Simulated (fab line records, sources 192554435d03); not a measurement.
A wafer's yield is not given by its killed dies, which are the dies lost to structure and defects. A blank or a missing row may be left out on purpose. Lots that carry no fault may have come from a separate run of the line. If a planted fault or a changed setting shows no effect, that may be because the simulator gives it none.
Struck lot and sound lot, side by side | flow n5_finfet | 39 out of 1938 route steps
Sound: the wafers L637.1, L637.2, L637.6. The struck wafers were L628.1, L628.2, L628.3. The cause is given at the end.
Per side, at each step with rows, come the tool, then ch with its chambers, and then its first start. Under that, the readings that differ: sound wafers | struck wafers | difference of the means | sigmas: that difference in standard deviations of wafers without a fault.
alike: words and numbers the same on both sides, and readings whose means are apart by under 2 such deviations; not compared: readings that were withheld, readings missing a value for some wafer, numbers with overlapping values and no deviation given by the record, and bounds like >300 which may hide the same value.
A row with sigmas, a row that says differs or no value, or rows on one side alone: a step with any of these is where the two part. Numbers that have no deviation but don't overlap get no sigmas and don't part them. A reading that every wafer of one side lacks parts them only if that side has two wafers or more.

first, 12 steps without rows for these wafers: N5_MOL_CONTACT_COAG_PRECLEAN_111 (cleans in NF3:NH3, afs cycles 1, time 20 s, sublimation time 60 s); N5_MOL_CONTACT_COAG_TI_SIL_19 (material Ti, target thk 4.2 nm, time 15 s); N5_MOL_CONTACT_COAG_ALD_20 (deposits TiN, target thk 1.5 nm, pulse time 1 s, purge time 3 s); N5_MOL_CONTACT_COAG_SIL_ANNEAL_21 (time 60 s); N5_MOL_CONTACT_COAG_PRE_CLEAN_141 (time 60 s); N5_MOL_CONTACT_COAG_SPUTTER_143 (material Co, target thk 2.5 nm); N5_MOL_CONTACT_COAG_CO_FILL_22 (material Co, precursor CCTBA/H2, target thk 20 nm); N5_MOL_CONTACT_COAG_ANNEAL_113 (time 300 s); N5_MOL_CONTACT_COAG_PRE_CLEAN_142 (time 60 s); N5_MOL_CONTACT_COAG_SPUTTER_130 (material Co, target thk 47.5 nm); N5_MOL_CONTACT_COAG_PRECLEAN_125 (cleans in DIW, time 57.5 s); N5_MOL_CONTACT_COAG_SRD_126 (dry time 32 s).
N5_MOL_CONTACT_COAG_CMP_23: polishes, stops on SiO2, t overpolish 1.5 s, target thk 0 nm.
  sound on cmp-01 ch 0,1,3, day 10 19:38; struck on cmp-02 ch 0,1,2, day 8 08:53
  reading                                       | sound             | struck            | difference | sigmas
  head_pressure_psi (psi)                       | 2.007 2.000 1.991 | 1.724 1.735 1.733 | -0.269     | -64
  model.SiNx_of_GATE_CUT_SAC_CAP_01.thk_nm (nm) | 18.2 18.2 18.2    | 18.8 18.6 18.6    | +0.5       |
  alike: motor_current_A, overpolish_run_s, platen_rpm, time_to_endpoint_s
then, 1 step without rows for these wafers: N5_MOL_CONTACT_COAG_WET_ETCH_26 (target Co, target depth 13 nm).
N5_MOL_CONTACT_COAG_WET_ETCH_116: etches the open film in SC1-inhibited, target depth 4.6 nm, rinse time 30 s.
  sound on wet_bench-02 ch 1,5,7, day 10 20:06; struck on wet_bench-04 ch 2,6,7, day 8 09:23
  reading                                       | sound          | struck         | difference | sigmas
  model.SiNx_of_GATE_CUT_SAC_CAP_01.thk_nm (nm) | 18.2 18.2 18.2 | 18.6 18.4 18.6 | +0.3       |
then, 21 steps without rows for these wafers: N5_MOL_CONTACT_COAG_ALD_27 (deposits SiOC, target thk 17 nm, pulse time 1.5 s, time 2720 s); N5_MOL_CONTACT_COAG_CMP_28 (polishes, stops on SiNx, t overpolish 0.85 s, target thk 14.522 nm); N5_MOL_CONTACT_COAG_ALD_123 (deposits SiNx, target thk 5 nm, pulse time 1 s, purge time 2 s); N5_MOL_CONTACT_COAG_PECVD_31 (deposits SiO2 from TEOS/O2, target thk 46 nm, time 8.9 s); N5_MOL_CONTACT_COAG_COAT_75 (time 60 s, resist thk 60 nm); N5_MOL_CONTACT_COAG_COAT_76 (time 60 s, resist thk 10 nm); N5_MOL_CONTACT_COAG_COAT_77 (time 60 s, resist thk 10 nm); N5_MOL_CONTACT_COAG_COAT_78 (resist thk 40 nm); N5_MOL_CONTACT_COAG_EBR_80; N5_MOL_CONTACT_COAG_SOFTBAKE_79 (time 60 s); N5_MOL_CONTACT_COAG_EXPOSE_81 (exposes mask VG, defocus 0 nm); N5_MOL_CONTACT_COAG_PEB_82 (peb time 60 s); N5_MOL_CONTACT_COAG_DEVELOP_83 (develop time 30 s); N5_MOL_CONTACT_COAG_DESCUM_88 (chemistry O2, time 7 s); N5_MOL_CONTACT_COAG_ETCH_89 (etches underlayer in N2/H2, target depth 13 nm, time 10.4 s); N5_MOL_CONTACT_COAG_ETCH_90 (etches SiARC in CF4, target depth 13 nm, time 21.7 s); N5_MOL_CONTACT_COAG_ALD_131 (deposits SiO2, target thk 5 nm, pulse time 1 s, co reactant pulse time 1 s); N5_MOL_CONTACT_COAG_ETCHBACK_132 (etches SiO2 in CHF3, target depth 10 nm, time 6.7 s); N5_MOL_CONTACT_COAG_ETCH_91 (etches SOC in N2/H2, target depth 60 nm, overetch 21 nm, time 101.2 s); N5_MOL_CONTACT_COAG_STRIP_92 (strips in N2/H2); N5_MOL_CONTACT_COAG_STRIP_93 (strips in N2/H2).
N5_MOL_CONTACT_COAG_ETCH_47: etches SiNx in CH3F/O2, stops on W, target depth 27 nm.
  sound on rie_diel-06 ch 0,1, day 11 00:34; struck on rie_diel-06 ch 1,2,3, day 8 13:44
  reading                                      | sound             | struck            | difference | sigmas
  etch_rf_on_time_s (s)                        | 30.4 30.6 30.3    | 31.6 31.3 33.0    | +1.5       | +2
  model.etch.depth_nm (nm)                     | 17.87 17.84 17.86 | 18.38 18.22 18.24 | +0.42      |
  model.MOL_CONTACT_COAG.feature_depth_nm (nm) | 18.4 18.4 18.4    | 19 18.8 18.8      | +0         |
  alike: bias_w, drypump_motor_current_A, oes_o_777_au, oes_product_au, rf_vpp_V, showerhead_plenum_p_Torr, throttle_valve_pct
  not compared: rf_hours_counter_h
-- record jumps: 3 days separate the struck wafers' starts on either side; left off in module MOL_CONTACT_COAG, taken up again in module BEOL_M4, whose first shown step is the route's number 1111 --
N5_BEOL_M4_RC_MEAS_101:
  sound on prober-02 ch 0, day 13 13:27; struck on prober-01 ch 0, day 11 01:53
  alike: DIBL_N, DIBL_P, IOFF_N, IOFF_P, ION_N, ION_P, SS_N, SS_P, VT_N, VT_P
-- here the record skips 5 days between the struck wafers' starts before and after, leaving off in module BEOL_M4 and picking up in module PASSIVATION (first step shown: number 1936 of the route) --
N5_PASSIVATION_PROBE_49:
  record: rows for the struck wafers here (prober-02, day 15 14:47), none for the sound ones

WHERE THEY PART
Earliest at N5_MOL_CONTACT_COAG_CMP_23; latest, in this record, at N5_PASSIVATION_PROBE_49.

WHY: what had been put in by the simulator
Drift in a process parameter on cmp-02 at N5_MOL_CONTACT_COAG_CMP_23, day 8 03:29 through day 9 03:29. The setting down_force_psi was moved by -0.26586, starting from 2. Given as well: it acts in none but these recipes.
